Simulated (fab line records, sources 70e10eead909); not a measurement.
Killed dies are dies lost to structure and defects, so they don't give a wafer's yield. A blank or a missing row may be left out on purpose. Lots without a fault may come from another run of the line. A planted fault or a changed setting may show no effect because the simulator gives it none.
Problem report in the 8D (eight disciplines) form, filled by code | flow nand_harc | the parts of the form that need people (team, actions taken, sign-off) are left out

1. THE PROBLEM
killed_at_array at NHARC_END_SORT_01 reads a mean of 153 on 6 wafers of 2 lots; wafers without a fault read 53 with a standard deviation of 18. That is +5.6 standard deviations from the usual mean.
First seen on wafer L229.1, day 32 01:14, on prober-01. The record holds 6 wafers of 2 lots with a number at this step. Rule for "out", or "out of limits": more than 4 standard deviations from the usual mean. The other wafers with a number count as sound.

2. WHAT IT IS AND WHAT IT IS NOT
question                    | is                           | is not
which readings at this step | killed_at_array, killed_dies | killed_open, killed_short
which lots                  | L229, L232                   | -
which wafers of those lots  | all that have a number       | -
read on which gauges        | prober-01, prober-02         | -
when                        | from day 32 01:14            | up to then (0 sound wafers)

3. SUSPECTS, AND WHAT RULES EACH OUT
Counting: a tool at a process step up to the reading stays a suspect if it ran every lot that is out and no sound lot after the first of them.
- the gauge at NHARC_END_SORT_01: ruled out. The wafers that are out were read on 2 gauges (prober-01, prober-02).
- wet_bench-04 at NHARC_A_STAIRCASE_STRIP_255 (strips in SPM, time 900 s): kept. It ran every lot that is out, first L229 (day 23 17:39), and no sound lot after that.
- rie_diel-13 at NHARC_THIN_TSV_ETCH_44 (etches the open film in CF4/O2, target depth 1594.2 nm, time 797.1 s): kept. It ran every lot that is out, first L229 (day 31 07:01), and no sound lot after that.
Left after counting: wet_bench-04 at NHARC_A_STAIRCASE_STRIP_255, rie_diel-13 at NHARC_THIN_TSV_ETCH_44.

4. THE CAUSE (what the simulator had put in)
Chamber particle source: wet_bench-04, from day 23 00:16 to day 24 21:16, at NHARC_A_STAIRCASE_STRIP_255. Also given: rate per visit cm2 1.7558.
Counting left 2 suspects, and this tool is among them.

5. THE CHAIN OF EFFECTS, in route order
Each row: a reading whose mean over the struck wafers that have a number lies more than 3 standard deviations from the usual. Only readings for which the record gives a usual standard deviation are gone through. hours: the time from each lot's start at the first step in this table that gives one to its start at this step, as a median over the lots. sigmas: the change in usual standard deviations.
hours | step              | reading         | usual | on struck wafers | change | sigmas
0     | NHARC_END_SORT_01 | killed_at_array | 53    | 153              | +100   | +5.6
0     | NHARC_END_SORT_01 | killed_dies     | 58    | 158              | +100   | +5.5

6. WHAT WOULD HAVE CAUGHT IT SOONER
In this record the first reading out of limits at a measuring or inspecting step was taken at day 32 01:14, 217 hours after the fault began at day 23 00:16.
Of the tool readings at NHARC_A_STAIRCASE_STRIP_255 for which the record gives a usual standard deviation, none was out on any struck wafer, so an alarm limit of 4 standard deviations on them would not have fired.
All the lots that are out (2) had begun NHARC_A_STAIRCASE_STRIP_255 on wet_bench-04 by day 32 01:14. A hold on the tool at that time would have spared none of them.
